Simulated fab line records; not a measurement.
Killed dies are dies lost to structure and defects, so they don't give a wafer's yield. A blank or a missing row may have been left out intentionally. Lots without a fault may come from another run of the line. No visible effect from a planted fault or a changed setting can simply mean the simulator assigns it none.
Problem report in the 8D (eight disciplines) form, filled by code | flow n5 finfet | the parts of the form that need people (team, actions taken, sign-off) are left out

1. WHAT WENT WRONG
Mean of exposure dose mJ cm2 at N5_BEOL_M7_EXPOSE_25: 41.51 across 6 wafers in 2 lots; on wafers with no fault it is 42.46 (standard deviation 0.048). That is -20 standard deviations from the usual mean.
The step: exposes mask V6, target cd 40 nm.
The first sign was on wafer L618.3 at day 13 14:17, on euv scanner-02. At this step, 12 wafers from 4 lots have a number in the record. Rule for "out" (also "out of limits"): further than 4 standard deviations from the usual mean. The rest of the wafers with a number are treated as sound.

2. WHAT IT IS, AND WHAT IT ISN'T
question                    | is                     | is not
which readings at this step | exposure dose mJ cm2   | -
which lots                  | L618, L619             | L604, L622
which wafers of those lots  | all that have a number | -
read on which tools         | euv scanner-02         | euv scanner-01
when                        | from day 13 14:17      | up to then (3 sound wafers); but 3 sound wafers of L622 came after

3. THE SUSPECTS, EACH WITH WHAT RULES IT OUT
Counting: a tool at any process step up to the reading remains a suspect when it ran all the lots that are out and ran no sound lot after the first of those.
- euv scanner-02 at N5_BEOL_M7_EXPOSE_25 (exposes mask V6, target cd 40 nm): kept. It ran every lot that is out, first L618 (day 13 14:17), and no sound lot after that; its last sound lot up to then is L604 (day 10 20:53). Its own readings are out on those wafers: exposure dose mJ cm2.
The count leaves euv scanner-02 at N5_BEOL_M7_EXPOSE_25.

4. THE CAUSE (what the simulator had put in)
Process parameter drift: euv scanner-02, from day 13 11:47 on, at N5_BEOL_M7_EXPOSE_25. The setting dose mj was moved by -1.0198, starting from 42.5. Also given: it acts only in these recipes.
Only this tool survived the counting.

5. THE EFFECT CHAIN, in route order
Each row: a reading whose mean over the struck wafers that have a number lies more than 3 standard deviations from the usual. Only readings for which the record gives a usual standard deviation are gone through. hours: the time from each lot's start at the first step in this table that gives one to its start at this step, as a median over the lots. sigmas: the change in usual standard deviations.
hours | step                 | reading              | usual | on struck wafers | change | sigmas
0     | N5_BEOL_M7_EXPOSE_25 | exposure dose mJ cm2 | 42.46 | 41.51            | -0.95  | -20
Process steps it contains:
- N5_BEOL_M7_EXPOSE_25: exposes mask V6, target cd 40 nm.

6. WHAT WOULD HAVE CAUGHT IT SOONER
In this record no reading fell out of limits until day 13 14:17, 3 hours after the fault had begun at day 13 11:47.
